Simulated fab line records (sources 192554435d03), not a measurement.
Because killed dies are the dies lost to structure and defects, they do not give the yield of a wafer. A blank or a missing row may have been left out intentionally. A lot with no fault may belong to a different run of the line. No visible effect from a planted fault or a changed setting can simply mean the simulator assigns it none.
fab line records / flow n5-finfet
[record] lots = 7 wafers = 39
route steps=1938 shown HKMG_FIN@395
start-h: the number of hours between the record's first day and the start of the first shown wafer of the lot / wait-h: hours from the lot's prior step to this one / " identical to the entry in the row above / L1.1+2: several wafers, shown together as one row / - value missing, or start not given / * or withheld: withheld / < > ~ a bound
route shown NAME@n: names a module that has steps shown in the file, with the first one's number in the route / usual: average and standard deviation across the fault-free wafers / same: alike in all rows / chamber/n: place in a boat / sites: per-site readings / _std_site: the values' standard deviation / _edge_site: outer sites' mean less inner sites' / radius-mm: how far each site lies from the wafer's centre / mask NAME#n: copy n / behind: the most recent tool/chamber to have shaped the wafer / hold: reason for holding the lot/hours on hold/outcome of the hold / device: transistor that didn't switch, given as n, p or np / end of line: tests run on the same wafers once the route is complete / for a step that has no rows: nothing shown but its recipe / killed: dies that structure and defects cost at the first sort, which is not the same as the wafer's yield / map: a wafer's dies, marking killed ones x, the rest . and places with no die _
set.NAME: the setting the step ran with; set.NAME@STEP: the setting that earlier step ran with / model.NAME: the simulator's own value behind a step, which no gauge read
lots with deliberately changed settings; one table per step, one row per wafer
[[steps]]
[step N5_HKMG_FIN_EXPOSE_46]
[recipe] mask-id = NDIPOLE na = 1.35 source-shape = conventional sigma-outer = 0.8 polarization = unpolarized dose-mj = 40
lot.wafer=L078.1+3+6 tool=arfi-scanner-01 chamber=0 start-h=101.37 wait-h=- mask=NDIPOLE#0 set.dose-mj=37.63
lot.wafer=L078.2+4+5 tool=arfi-scanner-01 chamber=0 start-h=101.37 wait-h=- mask=NDIPOLE#0 set.dose-mj=40
lot.wafer=L079.1+2+4 tool=arfi-scanner-02 chamber=0 start-h=105.81 wait-h=- mask=NDIPOLE#0 set.dose-mj=38.82
lot.wafer=L079.3+5+6 tool=arfi-scanner-02 chamber=0 start-h=105.81 wait-h=- mask=NDIPOLE#0 set.dose-mj=40
lot.wafer=L080.1+4+6 tool=arfi-scanner-03 chamber=0 start-h=113.19 wait-h=- mask=NDIPOLE#0 set.dose-mj=41.84
lot.wafer=L080.2+3+5 tool=arfi-scanner-03 chamber=0 start-h=113.19 wait-h=- mask=NDIPOLE#0 set.dose-mj=40
lot.wafer=L085.1+2+3+4+5+6 tool=arfi-scanner-02 chamber=0 start-h=143.31 wait-h=- mask=NDIPOLE#0 set.dose-mj=40
lot.wafer=L089.1+2+5 tool=arfi-scanner-02 chamber=0 start-h=160.76 wait-h=- mask=NDIPOLE#0 set.dose-mj=40
lot.wafer=L091.1+5+6 tool=arfi-scanner-03 chamber=0 start-h=173.74 wait-h=- mask=NDIPOLE#0 set.dose-mj=42.03
lot.wafer=L091.2+3+4 tool=arfi-scanner-03 chamber=0 start-h=173.74 wait-h=- mask=NDIPOLE#0 set.dose-mj=40
lot.wafer=L095.1+3+4 tool=arfi-scanner-02 chamber=0 start-h=197.49 wait-h=- mask=NDIPOLE#0 set.dose-mj=42.9
lot.wafer=L095.2+5+6 tool=arfi-scanner-02 chamber=0 start-h=197.49 wait-h=- mask=NDIPOLE#0 set.dose-mj=40
[step N5_HKMG_FIN_PEB_47]
[recipe] peb-temp-c = withheld peb-time-s = 60 resist = CAR-ArF
[step N5_HKMG_FIN_DEVELOP_48]
[recipe] develop-time-s = 30 developer = TMAH resist = CAR-ArF rinse-liquid = diw dry = air-spin dev-temp-c = 23
[step N5_HKMG_FIN_CD_MEAS_49]
[recipe] target-cd-nm = 202 landing-energy-ev = 500 detector = se-inlens polarity = opening
[usual] cd-nm = 201.8/0.67
lot.wafer=L078.1 tool=cd-sem-02 chamber=0 start-h=101.50 wait-h=- set.dose-mj@HKMG_FIN_EXPOSE_46=37.63 cd-nm=197.5
lot.wafer=L078.2 tool=cd-sem-02 chamber=0 start-h=101.50 wait-h=- set.dose-mj@HKMG_FIN_EXPOSE_46=40 cd-nm=201.3
lot.wafer=L078.3 tool=cd-sem-02 chamber=0 start-h=101.50 wait-h=- set.dose-mj@HKMG_FIN_EXPOSE_46=37.63 cd-nm=197.1
lot.wafer=L078.4 tool=cd-sem-02 chamber=0 start-h=101.50 wait-h=- set.dose-mj@HKMG_FIN_EXPOSE_46=40 cd-nm=200.8
lot.wafer=L078.5 tool=cd-sem-02 chamber=0 start-h=101.50 wait-h=- set.dose-mj@HKMG_FIN_EXPOSE_46=40 cd-nm=201.6
lot.wafer=L078.6 tool=cd-sem-02 chamber=0 start-h=101.50 wait-h=- set.dose-mj@HKMG_FIN_EXPOSE_46=37.63 cd-nm=197.5
lot.wafer=L079.1 tool=cd-sem-03 chamber=0 start-h=105.94 wait-h=- set.dose-mj@HKMG_FIN_EXPOSE_46=38.82 cd-nm=199.9
lot.wafer=L079.2 tool=cd-sem-03 chamber=0 start-h=105.94 wait-h=- set.dose-mj@HKMG_FIN_EXPOSE_46=38.82 cd-nm=200.2
lot.wafer=L079.3 tool=cd-sem-03 chamber=0 start-h=105.94 wait-h=- set.dose-mj@HKMG_FIN_EXPOSE_46=40 cd-nm=203.1
lot.wafer=L079.4 tool=cd-sem-03 chamber=0 start-h=105.94 wait-h=- set.dose-mj@HKMG_FIN_EXPOSE_46=38.82 cd-nm=200.1
lot.wafer=L079.5 tool=cd-sem-03 chamber=0 start-h=105.94 wait-h=- set.dose-mj@HKMG_FIN_EXPOSE_46=40 cd-nm=201.8
lot.wafer=L079.6 tool=cd-sem-03 chamber=0 start-h=105.94 wait-h=- set.dose-mj@HKMG_FIN_EXPOSE_46=40 cd-nm=201.0
lot.wafer=L080.1 tool=cd-sem-02 chamber=0 start-h=113.32 wait-h=- set.dose-mj@HKMG_FIN_EXPOSE_46=41.84 cd-nm=204.1
lot.wafer=L080.2 tool=cd-sem-02 chamber=0 start-h=113.32 wait-h=- set.dose-mj@HKMG_FIN_EXPOSE_46=40 cd-nm=201.4
lot.wafer=L080.3 tool=cd-sem-02 chamber=0 start-h=113.32 wait-h=- set.dose-mj@HKMG_FIN_EXPOSE_46=40 cd-nm=201.3
lot.wafer=L080.4 tool=cd-sem-02 chamber=0 start-h=113.32 wait-h=- set.dose-mj@HKMG_FIN_EXPOSE_46=41.84 cd-nm=204.0
lot.wafer=L080.5 tool=cd-sem-02 chamber=0 start-h=113.32 wait-h=- set.dose-mj@HKMG_FIN_EXPOSE_46=40 cd-nm=201.5
lot.wafer=L080.6 tool=cd-sem-02 chamber=0 start-h=113.32 wait-h=- set.dose-mj@HKMG_FIN_EXPOSE_46=41.84 cd-nm=204.0
lot.wafer=L085.1 tool=cd-sem-02 chamber=0 start-h=143.43 wait-h=- set.dose-mj@HKMG_FIN_EXPOSE_46=40 cd-nm=201.9
lot.wafer=L085.2 tool=cd-sem-02 chamber=0 start-h=143.43 wait-h=- set.dose-mj@HKMG_FIN_EXPOSE_46=40 cd-nm=202.6
lot.wafer=L085.3 tool=cd-sem-02 chamber=0 start-h=143.43 wait-h=- set.dose-mj@HKMG_FIN_EXPOSE_46=40 cd-nm=202.2
lot.wafer=L085.4 tool=cd-sem-02 chamber=0 start-h=143.43 wait-h=- set.dose-mj@HKMG_FIN_EXPOSE_46=40 cd-nm=201.4
lot.wafer=L085.5 tool=cd-sem-02 chamber=0 start-h=143.43 wait-h=- set.dose-mj@HKMG_FIN_EXPOSE_46=40 cd-nm=202.1
lot.wafer=L085.6 tool=cd-sem-02 chamber=0 start-h=143.43 wait-h=- set.dose-mj@HKMG_FIN_EXPOSE_46=40 cd-nm=201.9
lot.wafer=L089.1 tool=cd-sem-03 chamber=0 start-h=160.89 wait-h=- set.dose-mj@HKMG_FIN_EXPOSE_46=40 cd-nm=202.3
lot.wafer=L089.2 tool=cd-sem-03 chamber=0 start-h=160.89 wait-h=- set.dose-mj@HKMG_FIN_EXPOSE_46=40 cd-nm=201.6
lot.wafer=L089.5 tool=cd-sem-03 chamber=0 start-h=160.89 wait-h=- set.dose-mj@HKMG_FIN_EXPOSE_46=40 cd-nm=201.8
lot.wafer=L091.1 tool=cd-sem-03 chamber=0 start-h=173.87 wait-h=- set.dose-mj@HKMG_FIN_EXPOSE_46=42.03 cd-nm=205.2
lot.wafer=L091.2 tool=cd-sem-03 chamber=0 start-h=173.87 wait-h=- set.dose-mj@HKMG_FIN_EXPOSE_46=40 cd-nm=202.3
lot.wafer=L091.3 tool=cd-sem-03 chamber=0 start-h=173.87 wait-h=- set.dose-mj@HKMG_FIN_EXPOSE_46=40 cd-nm=202.2
lot.wafer=L091.4 tool=cd-sem-03 chamber=0 start-h=173.87 wait-h=- set.dose-mj@HKMG_FIN_EXPOSE_46=40 cd-nm=202.4
lot.wafer=L091.5 tool=cd-sem-03 chamber=0 start-h=173.87 wait-h=- set.dose-mj@HKMG_FIN_EXPOSE_46=42.03 cd-nm=204.1
lot.wafer=L091.6 tool=cd-sem-03 chamber=0 start-h=173.87 wait-h=- set.dose-mj@HKMG_FIN_EXPOSE_46=42.03 cd-nm=203.9
lot.wafer=L095.1 tool=cd-sem-01 chamber=0 start-h=197.61 wait-h=- set.dose-mj@HKMG_FIN_EXPOSE_46=42.9 cd-nm=206.1
lot.wafer=L095.2 tool=cd-sem-01 chamber=0 start-h=197.61 wait-h=- set.dose-mj@HKMG_FIN_EXPOSE_46=40 cd-nm=202.0
lot.wafer=L095.3 tool=cd-sem-01 chamber=0 start-h=197.61 wait-h=- set.dose-mj@HKMG_FIN_EXPOSE_46=42.9 cd-nm=205.8
lot.wafer=L095.4 tool=cd-sem-01 chamber=0 start-h=197.61 wait-h=- set.dose-mj@HKMG_FIN_EXPOSE_46=42.9 cd-nm=205.8
lot.wafer=L095.5 tool=cd-sem-01 chamber=0 start-h=197.61 wait-h=- set.dose-mj@HKMG_FIN_EXPOSE_46=40 cd-nm=201.6
lot.wafer=L095.6 tool=cd-sem-01 chamber=0 start-h=197.61 wait-h=- set.dose-mj@HKMG_FIN_EXPOSE_46=40 cd-nm=202.0
[step N5_HKMG_FIN_DESCUM_53]
[recipe] chemistry = O2 time-s = 7.9 source-power-w = 50 bias-power-w = 20 pressure-mtorr = 20 rf-frequency-hz = 2.712e+07 temp-c = 40 resist = CAR-ArF o2-flow-sccm = 225
[step N5_HKMG_FIN_ETCH_54]
[recipe] chemistry = CF4 target = SiARC target-depth-a = 455 mask-material = CAR-ArF time-s = 75.8 ion-energy-ev = 80 pressure-mtorr = 40 source-w = 545 bias-w = 36 Ar_flow_sccm = 100 cf4-flow-sccm = 100 ends = cleared
lot.wafer=L078.1 tool=rie-diel-03 chamber=2 start-h=101.62 wait-h=0.0 set.dose-mj@HKMG_FIN_EXPOSE_46=37.63 model.HKMG_FIN.cd-offset-nm=-4.4
lot.wafer=L078.2 tool=rie-diel-03 chamber=3 start-h=101.62 wait-h=0.0 set.dose-mj@HKMG_FIN_EXPOSE_46=40 model.HKMG_FIN.cd-offset-nm=-1.2
lot.wafer=L078.3 tool=rie-diel-03 chamber=1 start-h=101.62 wait-h=0.0 set.dose-mj@HKMG_FIN_EXPOSE_46=37.63 model.HKMG_FIN.cd-offset-nm=-5.2
lot.wafer=L078.4 tool=rie-diel-03 chamber=0 start-h=101.62 wait-h=0.0 set.dose-mj@HKMG_FIN_EXPOSE_46=40 model.HKMG_FIN.cd-offset-nm=-1.4
lot.wafer=L078.5 tool=rie-diel-03 chamber=1 start-h=101.62 wait-h=0.0 set.dose-mj@HKMG_FIN_EXPOSE_46=40 model.HKMG_FIN.cd-offset-nm=-0.8
lot.wafer=L078.6 tool=rie-diel-03 chamber=2 start-h=101.62 wait-h=0.0 set.dose-mj@HKMG_FIN_EXPOSE_46=37.63 model.HKMG_FIN.cd-offset-nm=-4.6
lot.wafer=L079.1 tool=rie-diel-01 chamber=2 start-h=106.06 wait-h=0.0 set.dose-mj@HKMG_FIN_EXPOSE_46=38.82 model.HKMG_FIN.cd-offset-nm=-2.2
lot.wafer=L079.2 tool=rie-diel-01 chamber=0 start-h=106.06 wait-h=0.0 set.dose-mj@HKMG_FIN_EXPOSE_46=38.82 model.HKMG_FIN.cd-offset-nm=-1.8
lot.wafer=L079.3 tool=rie-diel-01 chamber=1 start-h=106.06 wait-h=0.0 set.dose-mj@HKMG_FIN_EXPOSE_46=40 model.HKMG_FIN.cd-offset-nm=1.2
lot.wafer=L079.4 tool=rie-diel-01 chamber=3 start-h=106.06 wait-h=0.0 set.dose-mj@HKMG_FIN_EXPOSE_46=38.82 model.HKMG_FIN.cd-offset-nm=-1.6
lot.wafer=L079.5 tool=rie-diel-01 chamber=0 start-h=106.06 wait-h=0.0 set.dose-mj@HKMG_FIN_EXPOSE_46=40 model.HKMG_FIN.cd-offset-nm=-0.2
lot.wafer=L079.6 tool=rie-diel-01 chamber=1 start-h=106.06 wait-h=0.0 set.dose-mj@HKMG_FIN_EXPOSE_46=40 model.HKMG_FIN.cd-offset-nm=-0.8
lot.wafer=L080.1 tool=rie-diel-06 chamber=0 start-h=113.44 wait-h=0.0 set.dose-mj@HKMG_FIN_EXPOSE_46=41.84 model.HKMG_FIN.cd-offset-nm=2.4
lot.wafer=L080.2 tool=rie-diel-06 chamber=3 start-h=113.44 wait-h=0.0 set.dose-mj@HKMG_FIN_EXPOSE_46=40 model.HKMG_FIN.cd-offset-nm=-0.8
lot.wafer=L080.3+5 tool=rie-diel-06 chamber=2,3 start-h=113.44 wait-h=0.0 set.dose-mj@HKMG_FIN_EXPOSE_46=40 model.HKMG_FIN.cd-offset-nm=-0.4
lot.wafer=L080.4+6 tool=rie-diel-06 chamber=1,0 start-h=113.44 wait-h=0.0 set.dose-mj@HKMG_FIN_EXPOSE_46=41.84 model.HKMG_FIN.cd-offset-nm=1.8
lot.wafer=L085.1 tool=rie-diel-01 chamber=2 start-h=143.81 wait-h=0.0 set.dose-mj@HKMG_FIN_EXPOSE_46=40 model.HKMG_FIN.cd-offset-nm=-0.4
lot.wafer=L085.2 tool=rie-diel-01 chamber=0 start-h=143.81 wait-h=0.0 set.dose-mj@HKMG_FIN_EXPOSE_46=40 model.HKMG_FIN.cd-offset-nm=0.6
lot.wafer=L085.3 tool=rie-diel-01 chamber=3 start-h=143.81 wait-h=0.0 set.dose-mj@HKMG_FIN_EXPOSE_46=40 model.HKMG_FIN.cd-offset-nm=0.2
lot.wafer=L085.4+6 tool=rie-diel-01 chamber=1,2 start-h=143.81 wait-h=0.0 set.dose-mj@HKMG_FIN_EXPOSE_46=40 model.HKMG_FIN.cd-offset-nm=-0.2
lot.wafer=L085.5 tool=rie-diel-01 chamber=3 start-h=143.81 wait-h=0.0 set.dose-mj@HKMG_FIN_EXPOSE_46=40 model.HKMG_FIN.cd-offset-nm=0.4
lot.wafer=L089.1 tool=rie-diel-06 chamber=3 start-h=161.01 wait-h=0.0 set.dose-mj@HKMG_FIN_EXPOSE_46=40 model.HKMG_FIN.cd-offset-nm=0.4
lot.wafer=L089.2+5 tool=rie-diel-06 chamber=1,0 start-h=161.01 wait-h=0.0 set.dose-mj@HKMG_FIN_EXPOSE_46=40 model.HKMG_FIN.cd-offset-nm=-0.4
lot.wafer=L091.1 tool=rie-diel-01 chamber=2 start-h=174.62 wait-h=0.0 set.dose-mj@HKMG_FIN_EXPOSE_46=42.03 model.HKMG_FIN.cd-offset-nm=3
lot.wafer=L091.2 tool=rie-diel-01 chamber=0 start-h=174.62 wait-h=0.0 set.dose-mj@HKMG_FIN_EXPOSE_46=40 model.HKMG_FIN.cd-offset-nm=-0.2
lot.wafer=L091.3 tool=rie-diel-01 chamber=1 start-h=174.62 wait-h=0.0 set.dose-mj@HKMG_FIN_EXPOSE_46=40 model.HKMG_FIN.cd-offset-nm=0.4
lot.wafer=L091.4 tool=rie-diel-01 chamber=3 start-h=174.62 wait-h=0.0 set.dose-mj@HKMG_FIN_EXPOSE_46=40 model.HKMG_FIN.cd-offset-nm=0.6
lot.wafer=L091.5 tool=rie-diel-01 chamber=0 start-h=174.62 wait-h=0.0 set.dose-mj@HKMG_FIN_EXPOSE_46=42.03 model.HKMG_FIN.cd-offset-nm=2
lot.wafer=L091.6 tool=rie-diel-01 chamber=1 start-h=174.62 wait-h=0.0 set.dose-mj@HKMG_FIN_EXPOSE_46=42.03 model.HKMG_FIN.cd-offset-nm=2.8
lot.wafer=L095.1 tool=rie-diel-03 chamber=0 start-h=197.73 wait-h=0.0 set.dose-mj@HKMG_FIN_EXPOSE_46=42.9 model.HKMG_FIN.cd-offset-nm=4
lot.wafer=L095.2 tool=rie-diel-03 chamber=1 start-h=197.73 wait-h=0.0 set.dose-mj@HKMG_FIN_EXPOSE_46=40 model.HKMG_FIN.cd-offset-nm=-0.2
lot.wafer=L095.3 tool=rie-diel-03 chamber=2 start-h=197.73 wait-h=0.0 set.dose-mj@HKMG_FIN_EXPOSE_46=42.9 model.HKMG_FIN.cd-offset-nm=3.8
lot.wafer=L095.4 tool=rie-diel-03 chamber=3 start-h=197.73 wait-h=0.0 set.dose-mj@HKMG_FIN_EXPOSE_46=42.9 model.HKMG_FIN.cd-offset-nm=3.4
lot.wafer=L095.5+6 tool=rie-diel-03 chamber=1,0 start-h=197.73 wait-h=0.0 set.dose-mj@HKMG_FIN_EXPOSE_46=40 model.HKMG_FIN.cd-offset-nm=-0.6
[step N5_HKMG_FIN_ETCH_55]
[recipe] chemistry = N2/H2 target = SOC target-depth-a = 2400 temp-c = 40 time-s = 300 ion-energy-ev = 200 mask-material = SiARC pressure-mtorr = 30 source-w = 840 bias-w = 150 n2-flow-sccm = 200 h2-flow-sccm = 200
lot.wafer=L078.1+6 tool=rie-diel-03 chamber=2 start-h=101.68 wait-h=0.0 set.dose-mj@HKMG_FIN_EXPOSE_46=37.63 model.HKMG_FIN.cd-offset-nm=-5
lot.wafer=L078.2 tool=rie-diel-03 chamber=3 start-h=101.68 wait-h=0.0 set.dose-mj@HKMG_FIN_EXPOSE_46=40 model.HKMG_FIN.cd-offset-nm=-1
lot.wafer=L078.3 tool=rie-diel-03 chamber=1 start-h=101.68 wait-h=0.0 set.dose-mj@HKMG_FIN_EXPOSE_46=37.63 model.HKMG_FIN.cd-offset-nm=-4.8
lot.wafer=L078.4 tool=rie-diel-03 chamber=0 start-h=101.68 wait-h=0.0 set.dose-mj@HKMG_FIN_EXPOSE_46=40 model.HKMG_FIN.cd-offset-nm=-2
lot.wafer=L078.5 tool=rie-diel-03 chamber=1 start-h=101.68 wait-h=0.0 set.dose-mj@HKMG_FIN_EXPOSE_46=40 model.HKMG_FIN.cd-offset-nm=-0.4
lot.wafer=L079.1 tool=rie-diel-01 chamber=2 start-h=106.12 wait-h=0.0 set.dose-mj@HKMG_FIN_EXPOSE_46=38.82 model.HKMG_FIN.cd-offset-nm=-2.6
lot.wafer=L079.2 tool=rie-diel-01 chamber=0 start-h=106.12 wait-h=0.0 set.dose-mj@HKMG_FIN_EXPOSE_46=38.82 model.HKMG_FIN.cd-offset-nm=-2.2
lot.wafer=L079.3 tool=rie-diel-01 chamber=1 start-h=106.12 wait-h=0.0 set.dose-mj@HKMG_FIN_EXPOSE_46=40 model.HKMG_FIN.cd-offset-nm=0.6
lot.wafer=L079.4 tool=rie-diel-01 chamber=3 start-h=106.12 wait-h=0.0 set.dose-mj@HKMG_FIN_EXPOSE_46=38.82 model.HKMG_FIN.cd-offset-nm=-2
lot.wafer=L079.5 tool=rie-diel-01 chamber=0 start-h=106.12 wait-h=0.0 set.dose-mj@HKMG_FIN_EXPOSE_46=40 model.HKMG_FIN.cd-offset-nm=-0.8
lot.wafer=L079.6 tool=rie-diel-01 chamber=1 start-h=106.12 wait-h=0.0 set.dose-mj@HKMG_FIN_EXPOSE_46=40 model.HKMG_FIN.cd-offset-nm=-1
lot.wafer=L080.1 tool=rie-diel-06 chamber=0 start-h=113.50 wait-h=0.0 set.dose-mj@HKMG_FIN_EXPOSE_46=41.84 model.HKMG_FIN.cd-offset-nm=2.6
lot.wafer=L080.2 tool=rie-diel-06 chamber=3 start-h=113.50 wait-h=0.0 set.dose-mj@HKMG_FIN_EXPOSE_46=40 model.HKMG_FIN.cd-offset-nm=-0.6
lot.wafer=L080.3 tool=rie-diel-06 chamber=2 start-h=113.50 wait-h=0.0 set.dose-mj@HKMG_FIN_EXPOSE_46=40 model.HKMG_FIN.cd-offset-nm=0
lot.wafer=L080.4 tool=rie-diel-06 chamber=1 start-h=113.50 wait-h=0.0 set.dose-mj@HKMG_FIN_EXPOSE_46=41.84 model.HKMG_FIN.cd-offset-nm=1.8
lot.wafer=L080.5 tool=rie-diel-06 chamber=3 start-h=113.50 wait-h=0.0 set.dose-mj@HKMG_FIN_EXPOSE_46=40 model.HKMG_FIN.cd-offset-nm=-0.2
lot.wafer=L080.6 tool=rie-diel-06 chamber=0 start-h=113.50 wait-h=0.0 set.dose-mj@HKMG_FIN_EXPOSE_46=41.84 model.HKMG_FIN.cd-offset-nm=1.6
lot.wafer=L085.1+3+4 tool=rie-diel-01 chamber=2,3,1 start-h=143.87 wait-h=0.0 set.dose-mj@HKMG_FIN_EXPOSE_46=40 model.HKMG_FIN.cd-offset-nm=0
lot.wafer=L085.2 tool=rie-diel-01 chamber=0 start-h=143.87 wait-h=0.0 set.dose-mj@HKMG_FIN_EXPOSE_46=40 model.HKMG_FIN.cd-offset-nm=0.6
lot.wafer=L085.5 tool=rie-diel-01 chamber=3 start-h=143.87 wait-h=0.0 set.dose-mj@HKMG_FIN_EXPOSE_46=40 model.HKMG_FIN.cd-offset-nm=0.4
lot.wafer=L085.6 tool=rie-diel-01 chamber=2 start-h=143.87 wait-h=0.0 set.dose-mj@HKMG_FIN_EXPOSE_46=40 model.HKMG_FIN.cd-offset-nm=-0.2
lot.wafer=L089.1 tool=rie-diel-06 chamber=3 start-h=161.07 wait-h=0.0 set.dose-mj@HKMG_FIN_EXPOSE_46=40 model.HKMG_FIN.cd-offset-nm=0.6
lot.wafer=L089.2 tool=rie-diel-06 chamber=1 start-h=161.07 wait-h=0.0 set.dose-mj@HKMG_FIN_EXPOSE_46=40 model.HKMG_FIN.cd-offset-nm=-0.4
lot.wafer=L089.5 tool=rie-diel-06 chamber=0 start-h=161.07 wait-h=0.0 set.dose-mj@HKMG_FIN_EXPOSE_46=40 model.HKMG_FIN.cd-offset-nm=-0.6
lot.wafer=L091.1 tool=rie-diel-01 chamber=2 start-h=174.67 wait-h=0.0 set.dose-mj@HKMG_FIN_EXPOSE_46=42.03 model.HKMG_FIN.cd-offset-nm=2.6
lot.wafer=L091.2 tool=rie-diel-01 chamber=0 start-h=174.67 wait-h=0.0 set.dose-mj@HKMG_FIN_EXPOSE_46=40 model.HKMG_FIN.cd-offset-nm=-0.2
lot.wafer=L091.3 tool=rie-diel-01 chamber=1 start-h=174.67 wait-h=0.0 set.dose-mj@HKMG_FIN_EXPOSE_46=40 model.HKMG_FIN.cd-offset-nm=0.4
lot.wafer=L091.4 tool=rie-diel-01 chamber=3 start-h=174.67 wait-h=0.0 set.dose-mj@HKMG_FIN_EXPOSE_46=40 model.HKMG_FIN.cd-offset-nm=0.2
lot.wafer=L091.5 tool=rie-diel-01 chamber=0 start-h=174.67 wait-h=0.0 set.dose-mj@HKMG_FIN_EXPOSE_46=42.03 model.HKMG_FIN.cd-offset-nm=1.8
lot.wafer=L091.6 tool=rie-diel-01 chamber=1 start-h=174.67 wait-h=0.0 set.dose-mj@HKMG_FIN_EXPOSE_46=42.03 model.HKMG_FIN.cd-offset-nm=2.4
lot.wafer=L095.1 tool=rie-diel-03 chamber=0 start-h=197.79 wait-h=0.0 set.dose-mj@HKMG_FIN_EXPOSE_46=42.9 model.HKMG_FIN.cd-offset-nm=3.6
lot.wafer=L095.2 tool=rie-diel-03 chamber=1 start-h=197.79 wait-h=0.0 set.dose-mj@HKMG_FIN_EXPOSE_46=40 model.HKMG_FIN.cd-offset-nm=-0.4
lot.wafer=L095.3+4 tool=rie-diel-03 chamber=2,3 start-h=197.79 wait-h=0.0 set.dose-mj@HKMG_FIN_EXPOSE_46=42.9 model.HKMG_FIN.cd-offset-nm=2.8
lot.wafer=L095.5 tool=rie-diel-03 chamber=1 start-h=197.79 wait-h=0.0 set.dose-mj@HKMG_FIN_EXPOSE_46=40 model.HKMG_FIN.cd-offset-nm=-0.6
lot.wafer=L095.6 tool=rie-diel-03 chamber=0 start-h=197.79 wait-h=0.0 set.dose-mj@HKMG_FIN_EXPOSE_46=40 model.HKMG_FIN.cd-offset-nm=-1
[[key]]
[split] step = N5_HKMG_FIN_EXPOSE_46 setting = dose-mj stated = 40 by = wafer
[response] step = N5_HKMG_FIN_CD_MEAS_49 reading = cd-nm change = +0.56 per = 1% r = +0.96
[response] step = N5_HKMG_FIN_ETCH_54 reading = model.HKMG_FIN.cd-offset-nm change = +0.565 per = 1% r = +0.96
[response] step = N5_HKMG_FIN_ETCH_55 reading = model.HKMG_FIN.cd-offset-nm change = +0.533 per = 1% r = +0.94
